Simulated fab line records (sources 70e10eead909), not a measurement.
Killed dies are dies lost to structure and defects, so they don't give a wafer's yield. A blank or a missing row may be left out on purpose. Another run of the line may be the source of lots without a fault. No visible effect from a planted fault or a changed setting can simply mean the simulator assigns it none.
A struck lot beside a sound one    flow nand harc    41 steps out of a route of 1302
Sound: the wafers L649.1, L649.5, L649.6. Struck: wafers L656.3, L656.5 (left out: L656.6, a lot-mate that was not struck); the cause follows at the end.
At each step with rows: each side's tool, then ch and its chambers, then its first start. Under that, the readings that differ: sound wafers    struck wafers    difference of the means    sigmas: that difference in standard deviations of wafers without a fault.
alike: a reading whose means differ by less than 2 such deviations, as well as words and numbers matching on both sides. not compared: withheld readings; readings where some wafer has no value; bounds like >300 that might hide an equal value; numbers whose values overlap and for which the record gives no deviation.
A row with sigmas, a row that says differs or no value, or rows on one side alone: a step with any of these is where the two part. Non-overlapping numbers with no deviation appear without sigmas and do not part them. A reading that every wafer of one side lacks parts them only if that side has two wafers or more.

NHARC_A_M1_INSPECT_11:
  struck on defect inspect-01, day 26 22:19; sound on defect inspect-02, day 24 01:20
  alike: raw defect count
then, 3 steps without rows for these wafers: NHARC_A_M1_DESCUM_14 (chemistry O2, time 3 s); NHARC_A_M1_ETCH_35 (etches the open film in N2/H2, target depth 40 nm, overetch 12 nm, time 43.94 s); NHARC_A_M1_ETCH_15 (etches the open film in C4F8/Ar, target depth 182.5 nm, time 91.2 s).
NHARC_A_M1_CD_MEAS_16:
  struck on cd sem-02, day 26 22:41; sound on cd sem-02, day 24 01:43
  alike: cd nm
then, 4 steps without rows for these wafers: NHARC_A_M1_STRIP_18 (strips in N2/H2); NHARC_A_M1_ETCH_28 (etches the open film in CF4/N2, target depth 30 nm, time 72.99 s); NHARC_A_M1_STRIP_19 (strips in post etch residue remover, time 600 s); NHARC_A_M1_DEGAS_29 (time 60 s).
NHARC_A_M1_PRE_CLEAN_30: time 30 s.
  sound on pvd sputter-01; struck on pvd sputter-01
  alike: heater power w
then, 2 steps without rows for these wafers: NHARC_A_M1_PVD_20 (deposits TaN, target thk 5 nm, time 8.06 s); NHARC_A_M1_PVD_21 (deposits Cu, target thk 30 nm, time 20.49 s).
NHARC_A_M1_ECD_22: material Cu, target thk 400 nm.
  sound on ecd cu-01 ch 0,1, day 24 02:50; struck on ecd cu-02 ch 0,1, day 26 23:54
then, 2 steps without rows for these wafers: NHARC_A_M1_ANNEAL_31 (time 90 s); NHARC_A_M1_CMP_23 (polishes, t overpolish 20 s, target thk 154.34 nm).
NHARC_A_M1_THK_MEAS_24: measures by xrf.
  struck on film metro-02, day 27 00:48; sound on film metro-02, day 24 03:49
  alike: thk nm
then, 1 step without rows for these wafers: NHARC_A_M1_SRD_25.
NHARC_A_M1_PRE_CLEAN_32: time 12 s.
  sound on pecvd-02 ch 0,1,2, day 24 04:04; struck on pecvd-02 ch 1,2, day 27 01:02
  alike: heater power w
then, 2 steps without rows for these wafers: NHARC_A_M1_DEP_33 (deposits SiCN, target thk 30 nm); NHARC_A_BONDPAD_DEP_00 (deposits SiCN, target thk 250 nm).
NHARC_A_BONDPAD_CMP_29: polishes SiCN, target thk 200 nm.
  sound on cmp-04 ch 1,2,3, day 24 05:08; struck on cmp-03 ch 1,3, day 27 02:07
  alike: motor current A
NHARC_A_BONDPAD_THK_MEAS_30: measures by ellipsometry.
  struck on film metro-01, day 27 02:19; sound on film metro-01, day 24 05:20
  alike: thk nm
then, 10 steps without rows for these wafers: NHARC_A_BONDPAD_SRD_31; NHARC_A_BONDPAD_DEHYDRATE_01 (time 120 s); NHARC_A_BONDPAD_HMDS_02 (time 30 s); NHARC_A_BONDPAD_COAT_33 (time 65 s); NHARC_A_BONDPAD_COAT_03 (resist thk 600 nm); NHARC_A_BONDPAD_SOFTBAKE_04 (time 70 s); NHARC_A_BONDPAD_EBR_05; NHARC_A_BONDPAD_EXPOSE_06 (exposes mask A BPAD); NHARC_A_BONDPAD_PEB_07 (peb time 80 s); NHARC_A_BONDPAD_DEVELOP_08 (time 50 s).
NHARC_A_BONDPAD_CD_MEAS_09: target cd 500 nm.
  sound on cd sem-02 ch 0, day 24 05:46; struck on cd sem-02 ch 0, day 27 02:53
  alike: cd nm
NHARC_A_BONDPAD_OVL_MEAS_35:
  struck on overlay-02, day 27 02:58; sound on overlay-01, day 24 05:52
  alike: overlay x nm, overlay y nm
then, 3 steps without rows for these wafers: NHARC_A_BONDPAD_HARDBAKE_10 (time 65 s); NHARC_A_BONDPAD_DESCUM_11 (chemistry O2, time 3 s); NHARC_A_BONDPAD_ETCH_34 (etches the open film in N2/H2, target depth 60 nm, overetch 18 nm, time 65.91 s).
NHARC_A_BONDPAD_ETCH_12: etches the open film in CHF3/O2, target depth 220 nm, time 110 s.
  sound on rie diel-13 ch 1,2,3; struck on rie diel-13 ch 0,2
  alike: drypump motor current A, oes product au, rf vpp V, showerhead plenum p Torr, throttle valve pct
  not compared: rf hours counter h
NHARC_A_BONDPAD_CD_MEAS_13:
  struck on cd sem-03, day 27 03:25; sound on cd sem-02, day 24 06:18
  alike: cd nm
NHARC_A_BONDPAD_STRIP_15: strips in O2.
  sound on rie diel-13 ch 0,1, day 24 06:22; struck on rie diel-11 ch 2, day 27 03:28
reading                      sound        struck   difference  sigmas
drypump motor current A (A)  5.7 5.8 5.7  6.7 6.7  +1.0        +2
  alike: oes product au, rf vpp V, showerhead plenum p Torr, throttle valve pct
  not compared: rf hours counter h
NHARC_END_SORT_01:
  at this point the record logs the struck wafers (prober-01 ch 0, day 28 15:46) and has no rows for the sound ones

WHERE THEY PART
At NHARC_A_BONDPAD_STRIP_15 first; at NHARC_END_SORT_01 last (within this record only).

WHY: what the simulator had put in
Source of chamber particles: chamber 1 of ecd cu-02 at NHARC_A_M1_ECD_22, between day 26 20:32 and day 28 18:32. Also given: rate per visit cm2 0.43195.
